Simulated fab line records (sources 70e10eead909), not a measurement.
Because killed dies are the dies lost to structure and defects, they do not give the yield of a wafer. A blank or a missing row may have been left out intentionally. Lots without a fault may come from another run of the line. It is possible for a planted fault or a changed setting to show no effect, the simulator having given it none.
Matching of chambers    flow nand-harc    4 sister chambers for NHARC_A_CHANNEL_HOLE_D1_ETCH_44 on rie-diel-09
The step etches the open film in CF4/O2, target depth 140 nm, overetch 14 nm, time 77 s. 8 wafers are shown with their chamber, then 7 later ones without.

## WAFERS PAIRED WITH THEIR CHAMBERS
wafer   chamber  drypump-motor-current-A (A)  rf-vpp-V (V)
L075.6  0        5.2                          199.9
L080.3  1        5.7                          199.0
L080.6  3        5.6                          196.8
L084.1  3        5.6                          195.8
L084.2  0        5.2                          200.6
L084.3  2        5.7                          197.4
L092.2  1        5.7                          199.3
L092.3  2        5.8                          197.1

## WAFERS WITH NO CHAMBER GIVEN
wafer   drypump-motor-current-A (A)  rf-vpp-V (V)
L092.4  5.6                          198.7
L093.1  5.6                          197.4
L093.3  5.7                          199.1
L093.6  5.7                          199.6
L097.2  5.6                          197.8
L097.4  5.7                          199.6
L097.5  5.6                          197.6

## WHICH CHAMBER EACH ONE RAN IN
wafer    from the rows above            in truth
L092.4   1                              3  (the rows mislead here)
L093.1   can't be placed: 3 or 2        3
L093.3   1                              1
L093.6   1                              1
L097.2   can't be placed: 3 or 1 or 2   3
L097.4   1                              1
L097.5   can't be placed: 3 or 2 or 1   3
Correct placement for 3 of the 7. These rows do not allow placing 3 (true chamber among the candidates in 3). 1 placed wrongly.
How it was worked out, from the rows above alone: a wafer's distance from a chamber is the root of the sum, over the readings, of the square of ((its reading less the chamber's mean) divided by the reading's scatter). The wafer belongs to the nearest chamber; if the next one is less than 2 further off, it can't be placed. Each chamber's mean is taken over the wafers shown for it. The scatter: the root of (the sum of the squares of (reading less its chamber's mean) over the shown wafers, divided by (wafers less chambers)).
